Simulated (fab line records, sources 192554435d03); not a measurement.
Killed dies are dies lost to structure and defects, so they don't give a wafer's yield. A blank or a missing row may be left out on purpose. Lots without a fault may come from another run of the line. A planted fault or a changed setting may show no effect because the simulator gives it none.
Chamber matching | flow n5_finfet | N5_BEOL_M9_CURE_72 on uv_cure-01: 3 sister chambers
The step cures SiCOH lowk, time 120 s. 3 wafers are shown with their chamber, then 12 later ones without.

WAFERS WITH THEIR CHAMBER
wafer  | chamber | wafer_temp_C_max
L084.4 | 0       | 371.4
L087.6 | 2       | 371.6
L090.6 | 1       | 372.4

WAFERS WITHOUT THEIR CHAMBER
wafer  | wafer_temp_C_max
L089.3 | 371.2
L089.4 | 371.9
L089.5 | 371.3
L091.2 | 371.8
L091.4 | 372.1
L091.5 | 372.2
L094.2 | 371.6
L094.3 | 371.1
L094.6 | 371.3
L096.1 | 372.0
L096.2 | 371.8
L096.5 | 371.7

WHICH CHAMBER EACH WENT THROUGH
wafer  | from the rows above          | in truth
L089.3 | can't be placed: 0 or 2      | 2
L089.4 | can't be placed: 2 or 0 or 1 | 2
L089.5 | can't be placed: 0 or 2      | 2
L091.2 | can't be placed: 2 or 0 or 1 | 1
L091.4 | can't be placed: 1 or 2 or 0 | 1
L091.5 | can't be placed: 1 or 2      | 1
L094.2 | can't be placed: 2 or 0      | 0
L094.3 | can't be placed: 0 or 2      | 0
L094.6 | can't be placed: 0 or 2      | 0
L096.1 | can't be placed: 1 or 2 or 0 | 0
L096.2 | can't be placed: 2 or 0 or 1 | 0
L096.5 | can't be placed: 2 or 0      | 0
Placed correctly: 0 of 12. Can't be placed from these rows: 12 (the true chamber is among the candidates in 12). Placed wrongly: 0.
How it was worked out, from the rows above alone: a wafer's distance from a chamber is the root of the sum, over the readings, of the square of ((its reading less the chamber's mean) divided by the reading's scatter). The wafer belongs to the nearest chamber; if the next one is less than 2 further off, it can't be placed. A chamber's mean is the mean of its shown wafers. The scatter: with one shown wafer a chamber, the root of the mean of the squares of how far each hidden wafer lies from its nearest shown one.
